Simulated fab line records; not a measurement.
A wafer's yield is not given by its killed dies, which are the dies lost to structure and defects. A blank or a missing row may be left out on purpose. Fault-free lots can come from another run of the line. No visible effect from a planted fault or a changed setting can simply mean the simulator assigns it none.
Which tool was responsible? -- flow nand_harc -- 14 lots, 42 wafers sampled, at 1 step of a route of 1159

## WHAT EACH GAUGE READ, for each wafer
NHARC_A_CONTACT_OVL_MEAS_43. Usual: overlay_x_nm 0.0 nm, standard deviation 0.87; overlay_y_nm -0.2 nm, standard deviation 0.76.
lot,measured,on,overlay_x_nm (nm),overlay_y_nm (nm),flag
L400,day 16 14:55,overlay-01,-0.6 -0.8 -0.9,-0.2 0.0 0.2,
L399,day 16 15:32,overlay-02,-1.0 -0.2 -1.1,0.6 0.5 0.2,
L403,day 16 18:46,overlay-02,-1.3 -0.7 -1.5,-1.8 -2.2 -1.8,
L402,day 16 18:56,overlay-02,0.5 1.1 0.4,-0.5 -0.1 0.2,
L404,day 17 03:16,overlay-01,-0.1 -0.3 -0.1,-0.4 0.5 0.0,
L401,day 17 06:43,overlay-01,-0.3 -0.6 0.1,-0.2 -0.6 -0.8,
L406,day 17 23:07,overlay-01,-1.8 -2.2 -2.1,0.1 0.5 0.5,
L409,day 18 15:04,overlay-01,0.7 0.5 0.5,0.8 0.7 -0.7,
L407,day 18 17:12,overlay-02,-0.1 -0.1 -0.3,-1.6 -1.6 -1.4,
L412,day 19 07:51,overlay-02,0.2 0.2 0.1,0.4 0.4 0.0,
L416,day 20 06:54,overlay-01,0.7 0.8 0.7,0.2 0.2 -0.3,
L419,day 20 22:51,overlay-02,-0.3 0.1 0.0,-1.4 -1.8 -2.2,
L420,day 21 12:34,overlay-02,-0.9 -0.4 -0.3,-0.2 -0.5 -0.1,
L422,day 22 04:51,overlay-01,1.9 1.9 1.8,-0.7 -0.3 -0.4,

## EACH LOT AND THE TOOL THAT RAN IT (in order: tool; ch and the chambers of the sampled wafers; start)
No process step before these readings appears in the record.

## AS READ BY THE TOOLS THEMSELVES (means over the sampled wafers that have a number; for cases with no such wafer, the mark the record gives instead)
The record holds no such reading with a usual standard deviation.

## THE ANSWER, worked out from the rows above alone
Rule: a lot is off if the mean of its wafers that have a number lies more than 3 standard deviations from the usual mean. A lot without any number at a reading at which 4 lots or more have one is off too. Any other lot the step has rows for is counted as sound. After the gauges, taken in route order, come the tools' own readings; for these a lot's mean is taken, as printed above. At the first step where some lot is off, the reading lying furthest off is the one used; lots without a number count as furthest.
Nothing can be told from this: no lot is off at any reading shown.

## WHAT HAD BEEN PUT IN BY THE SIMULATOR
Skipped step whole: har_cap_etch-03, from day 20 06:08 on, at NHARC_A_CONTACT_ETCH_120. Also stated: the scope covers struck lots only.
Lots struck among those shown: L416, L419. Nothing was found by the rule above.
